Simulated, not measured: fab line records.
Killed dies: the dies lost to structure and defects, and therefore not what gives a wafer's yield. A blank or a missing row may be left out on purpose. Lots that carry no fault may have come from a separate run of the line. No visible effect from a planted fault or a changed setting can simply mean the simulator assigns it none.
Chamber matching :: flow nand-harc :: NHARC_P_M1_PRE_CLEAN_32 on pecvd-02 has 3 sister chambers
The step time 12 s. 6 wafers are shown with their chamber, then 10 later ones without.

## WAFERS WITH THEIR CHAMBER
wafer: L085.4
chamber: 2
heater-power-w (W): 847

wafer: L087.2
chamber: 2
heater-power-w (W): 714

wafer: L087.4
chamber: 1
heater-power-w (W): 666

wafer: L087.5
chamber: 0
heater-power-w (W): 633

wafer: L087.1
chamber: 1
heater-power-w (W): 676

wafer: L087.3
chamber: 0
heater-power-w (W): 627

## WAFERS WITHOUT THEIR CHAMBER
wafer: L087.6
heater-power-w (W): 714

wafer: L089.2
heater-power-w (W): 840

wafer: L089.5
heater-power-w (W): 855

wafer: L089.6
heater-power-w (W): 763

wafer: L093.1
heater-power-w (W): 799

wafer: L093.4
heater-power-w (W): 661

wafer: L093.6
heater-power-w (W): 757

wafer: L094.1
heater-power-w (W): 665

wafer: L094.4
heater-power-w (W): 667

wafer: L094.5
heater-power-w (W): 819

## WHICH CHAMBER EACH WENT THROUGH
wafer: L087.6
from the rows above: can't be placed: 1 or 2 or 0
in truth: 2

wafer: L089.2
from the rows above: 2
in truth: 2

wafer: L089.5
from the rows above: 2
in truth: 2

wafer: L089.6
from the rows above: can't be placed: 2 or 1
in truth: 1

wafer: L093.1
from the rows above: 2
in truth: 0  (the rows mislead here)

wafer: L093.4
from the rows above: can't be placed: 1 or 0
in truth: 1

wafer: L093.6
from the rows above: can't be placed: 2 or 1 or 0
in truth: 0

wafer: L094.1
from the rows above: can't be placed: 1 or 0
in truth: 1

wafer: L094.4
from the rows above: can't be placed: 1 or 0
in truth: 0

wafer: L094.5
from the rows above: 2
in truth: 2
3 of 10 placed correctly. Unplaceable from these rows: 6, with the true chamber sitting among the candidates in 6. 1 placed wrongly.
How it was worked out, from the rows above alone: a wafer's distance from a chamber is the root of the sum, over the readings, of the square of ((its reading less the chamber's mean) divided by the reading's scatter). If the next closest chamber is less than 2 further off than the closest, the wafer can't be placed; otherwise it belongs to the closest. A chamber's mean is the mean of its shown wafers. How the scatter is found: for the shown wafers, subtract from each reading the mean of its chamber, square and add these, divide the total by (wafers less chambers), then take the root.
